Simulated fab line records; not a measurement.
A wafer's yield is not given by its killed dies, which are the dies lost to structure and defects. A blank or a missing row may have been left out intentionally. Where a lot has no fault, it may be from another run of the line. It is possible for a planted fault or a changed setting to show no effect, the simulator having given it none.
The tool behind it: which one? | flow nand_harc | 11 lots, 33 wafers sampled, at 5 steps of a route of 1302

## WHAT THE GAUGES READ, wafer by wafer
NHARC_END_SORT_01.
lot  | measured     | on        | killed_at_array
L527 | day 29 05:34 | prober-01 | 36 34 673
L528 | day 29 06:23 | prober-02 | 81 671 672

## WHICH TOOL RAN EACH LOT (tool, then ch and the chambers of the sampled wafers, then the start)
lot  | NHARC_A_STAIRCASE_TRIM_12          | NHARC_A_STAIRCASE_TRIM_14          | NHARC_A_STAIRCASE_TRIM_20          | NHARC_A_STAIRCASE_ETCH_21
L517 | rie_diel-06 ch 2,3, day 15 12:40   | rie_diel-06 ch 1,2,3, day 15 12:56 | rie_diel-06 ch 1,2,3, day 15 14:19 | rie_diel-06 ch 1,2, no start
L519 | rie_diel-01 ch 0,1,3, day 16 07:20 | rie_diel-01 ch 1,2,3, day 16 07:34 | rie_diel-01 ch 0,1,3, day 16 08:22 | rie_diel-01 ch 0,2,3, no start
L521 | rie_diel-06 ch 0,3, day 17 02:38   | rie_diel-06 ch 1,3, day 17 02:53   | rie_diel-06 ch 2,3, day 17 03:41   | rie_diel-06 ch 0,2,3, no start
L524 | rie_diel-07 ch 0,1,3, day 18 14:34 | rie_diel-07 ch 0,1,3, day 18 14:49 | rie_diel-01 ch 1,2,3, day 18 15:44 | rie_diel-01 ch 0,2,3, no start
L525 | rie_diel-07 ch 0,3, day 19 03:19   | rie_diel-07 ch 0,3, day 19 03:33   | rie_diel-06 ch 0,2,3, day 19 04:23 | rie_diel-06 ch 1,2,3, no start
L527 | rie_diel-07 ch 0,2,3, day 20 03:31 | rie_diel-07 ch 0,2,3, day 20 03:53 | rie_diel-07 ch 1,2, day 20 04:55   | rie_diel-07 ch 1,2,3, day 29 05:34 or earlier
L528 | rie_diel-07 ch 0,2,3, day 20 03:46 | rie_diel-07 ch 0,2,3, day 20 04:07 | rie_diel-01 ch 1,2,3, day 20 05:13 | rie_diel-01 ch 1,3, day 29 06:23 or earlier
L531 | rie_diel-06 ch 0,1,3, day 21 07:10 | rie_diel-06 ch 0,2,3, day 21 07:25 | rie_diel-06 ch 1,3, day 21 08:11   | rie_diel-06 ch 0,2, no start
L537 | rie_diel-01 ch 0,1,2, day 23 09:52 | rie_diel-01 ch 0,1,2, day 23 10:11 | rie_diel-01 ch 0,1,3, day 23 11:16 | rie_diel-01 ch 0,1,3, no start
L539 | rie_diel-06 ch 2,3, day 24 11:49   | rie_diel-06 ch 0,3, day 24 12:03   | rie_diel-07 ch 0,1,3, day 24 12:52 | rie_diel-07 ch 1,3, no start
L538 | rie_diel-07 ch 0,1,3, day 24 17:02 | rie_diel-07 ch 0,3, day 24 17:24   | rie_diel-07 ch 1,3, day 24 18:26   | rie_diel-07 ch 0,3, no start
- NHARC_A_STAIRCASE_TRIM_12: chemistry O2, time 211.2 s.
- NHARC_A_STAIRCASE_TRIM_14: chemistry O2, time 211.2 s.
- NHARC_A_STAIRCASE_TRIM_20: chemistry O2, time 211.2 s.
- NHARC_A_STAIRCASE_ETCH_21: etches the open film in C4F8/O2, target depth 100 nm, time 40.5 s.

## THE ANSWER, worked out from the rows above alone
Rule: the lots themselves supply what counts as usual. Put in order of their means at a reading, lots are off if they are a third of the lots or fewer, leave a main group of 4 or more, and stand apart from it by a gap of 3 or more times the standard deviation of the main group's means; of several such gaps the widest counts. If all means in a main group match to the digits the tables above print for the reading, that group is not used. A lot without any number at a reading at which 4 lots or more have one is off too. Where the step has rows for the other lots, those lots are counted as sound.
Across all readings shown, no lot is off: no conclusion can be drawn from this.

## WHAT THE SIMULATOR HAD INSERTED
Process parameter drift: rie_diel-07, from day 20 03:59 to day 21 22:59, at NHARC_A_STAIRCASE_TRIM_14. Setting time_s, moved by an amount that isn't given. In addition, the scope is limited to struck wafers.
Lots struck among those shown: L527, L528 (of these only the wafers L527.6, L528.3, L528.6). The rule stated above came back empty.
